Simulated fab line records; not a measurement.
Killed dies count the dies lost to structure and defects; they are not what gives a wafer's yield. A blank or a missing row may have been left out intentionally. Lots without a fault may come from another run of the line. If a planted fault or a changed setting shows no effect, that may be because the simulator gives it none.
Struck lot and sound lot, side by side + flow n5 finfet + 21 steps out of a route of 1938
Sound: wafers L106.1, L106.2, L106.3. The struck wafers were L108.1, L108.2, L108.4. The cause is given at the end.
Per side, at each step with rows, come the tool, then ch with its chambers, and then its first start. Under that, the readings that differ: sound wafers + struck wafers + difference of the means + sigmas: that difference in standard deviations of wafers without a fault.
alike: readings whose means differ by less than 2 such deviations, and words and numbers that are the same on both sides. not compared: withheld readings, readings that some wafer has no value for, bounds like >300 that may hide the same value, and numbers for which the record gives no deviation and whose values overlap.
Wherever a step has rows on one side only, a row that says differs or no value, or a row with sigmas, the two part there. Numbers that don't overlap but have no deviation are shown without sigmas and don't part them. Lack of a reading on every wafer of one side parts them only where that side has two or more wafers.

first, 6 steps without rows for these wafers: N5_BEOL_M3_COAT_05 (resist thk 30 nm); N5_BEOL_M3_EBR_07; N5_BEOL_M3_SOFTBAKE_06 (time 60 s); N5_BEOL_M3_EXPOSE_08 (exposes mask M3); N5_BEOL_M3_PEB_09 (peb time 60 s); N5_BEOL_M3_DEVELOP_10 (develop time 30 s).
N5_BEOL_M3_CD_MEAS_11: target cd 17.05 nm.
  sound on cd sem-03 ch 0, day 11 05:35; struck on cd sem-03 ch 0, day 12 10:59
  alike: cd nm
N5_BEOL_M3_OVL_MEAS_12:
  sound on overlay-02 ch 0, day 11 05:37; struck on overlay-02 ch 0, day 12 11:01
  alike: M3_OVL
N5_BEOL_M3_INSPECT_13: inspects for defects (brightfield).
  sound on defect inspect-01 at day 11 05:41; struck on defect inspect-02 at day 12 11:04
  alike: raw defect count
N5_BEOL_M3_DESCUM_16: chemistry O2, time 7 s.
  sound on rie diel-06 ch 0,1,3, day 11 05:43; struck on rie diel-03 ch 0,1,3, day 12 11:06
  alike: drypump motor current A, oes product au, rf vpp V, showerhead plenum p Torr, throttle valve pct
  not compared: rf hours counter h
N5_BEOL_M3_ETCH_74: etches underlayer in N2/H2, target depth 6.5 nm, time 5.2 s.
  sound on rie diel-06 ch 0,1,3, day 11 05:45; struck on rie diel-03 ch 0,1,3, day 12 11:08
| reading    | sound             | struck            | difference | sigmas |
|------------|-------------------|-------------------|------------|--------|
| bias w (W) | 150.9 150.9 150.5 | 149.3 149.8 149.9 | -1.1       | -2     |
  alike: chamber pressure mTorr, drypump motor current A, etch rf on time s, oes product au, rf vpp V, showerhead plenum p Torr, throttle valve pct
  not compared: rf hours counter h
N5_BEOL_M3_ETCH_63: etches SiARC in CF4, target depth 15.6 nm, time 26 s.
  sound on rie diel-06 ch 0,1,3, day 11 05:46; struck on rie diel-03 ch 0,1,3, day 12 11:09
  alike: bias w, cf4 flow sccm, drypump motor current A, etch rf on time s, mfc ar sccm, oes product au, rf vpp V, showerhead plenum p Torr, throttle valve pct
  not compared: rf hours counter h
N5_BEOL_M3_ETCH_64: etches SOC in N2/H2, target depth 75 nm, overetch 15 nm, time 112.5 s.
  sound on rie diel-06 ch 0,1,3, day 11 05:47; struck on rie diel-03 ch 0,1,3, day 12 11:11
  no value came back on the struck wafers for any of 9 readings (bias w (W), chamber pressure mTorr (mTorr) and others); on the sound wafers bias w (W) reads 150.1 150.0 150.2
| reading                                         | sound | struck   | difference | sigmas |
|-------------------------------------------------|-------|----------|------------|--------|
| model.CAR-EUV_of_BEOL_M3_COAT_05.thk nm (nm)    | 0 0 0 | 11 11 11 | +11        |        |
| model.SiARC_of_BEOL_M3_COAT_62.thk nm (nm)      | 7 7 7 | 12 12 12 | +5         |        |
| model.underlayer_of_BEOL_M3_COAT_73.thk nm (nm) | 0 0 0 | 5 5 5    | +5         |        |
then, 2 steps without rows for these wafers: N5_BEOL_M3_STRIP_65 (strips in N2/H2); N5_BEOL_M3_STRIP_75 (strips in N2/H2).
N5_BEOL_M3_STRIP_66: strips in CF4.
  sound on rie diel-06 ch 0,1,3, day 11 05:55; struck on rie diel-03 ch 0,1,3, day 12 11:19
  alike: drypump motor current A, oes product au, rf vpp V, showerhead plenum p Torr, throttle valve pct
  not compared: rf hours counter h
N5_BEOL_M3_HM_OPEN_17: chemistry Cl2/BCl3, target TiN, target depth 20 nm, overetch 6 nm.
  sound on rie metal-02 ch 0,1, day 11 05:58; struck on rie metal-03 ch 0,1, day 12 11:21
| reading                     | sound             | struck            | difference | sigmas |
|-----------------------------|-------------------|-------------------|------------|--------|
| drypump motor current A (A) | 5.7 6.3 6.3       | 5.4 5.3 5.3       | -0.8       | -2     |
| oes product au (a.u.)       | 0.81 0.64 0.65    | 0.29 0.24 0.25    | -0.44      | -5     |
| throttle valve pct (%)      | 22.05 22.19 22.16 | 22.86 22.74 22.77 | +0.66      | +7     |
  alike: mfc ar sccm
  not compared: rf hours counter h
N5_BEOL_M3_STRIP_19: strips in O2.
  sound on rie diel-03 ch 0,1,2, day 11 06:04; struck on rie diel-03 ch 0,1,3, day 12 11:28
  alike: drypump motor current A, oes product au, rf vpp V, showerhead plenum p Torr, throttle valve pct
  not compared: rf hours counter h
N5_BEOL_M3_CD_MEAS_18: pitch 36 nm, target cd 18 nm.
  sound on cd sem-01 at day 11 06:08; struck on cd sem-03 at day 12 11:32
| reading    | sound             | struck | difference                    | sigmas |
|------------|-------------------|--------|-------------------------------|--------|
| cd nm (nm) | 18.45 17.80 17.74 | - - -  | no value on the struck wafers |        |
then, 1 step without rows for these wafers: N5_BEOL_M3_COAT_67 (time 60 s, resist thk 60 nm).
N5_BEOL_M4_RC_MEAS_101:
  the record has rows for the sound wafers here (prober-02 ch 0, day 14 10:06) and none for the struck ones

## WHERE THEY PART
At N5_BEOL_M3_ETCH_74 first; at N5_BEOL_M4_RC_MEAS_101 last (within this record only).

WHY: the cause the simulator had injected
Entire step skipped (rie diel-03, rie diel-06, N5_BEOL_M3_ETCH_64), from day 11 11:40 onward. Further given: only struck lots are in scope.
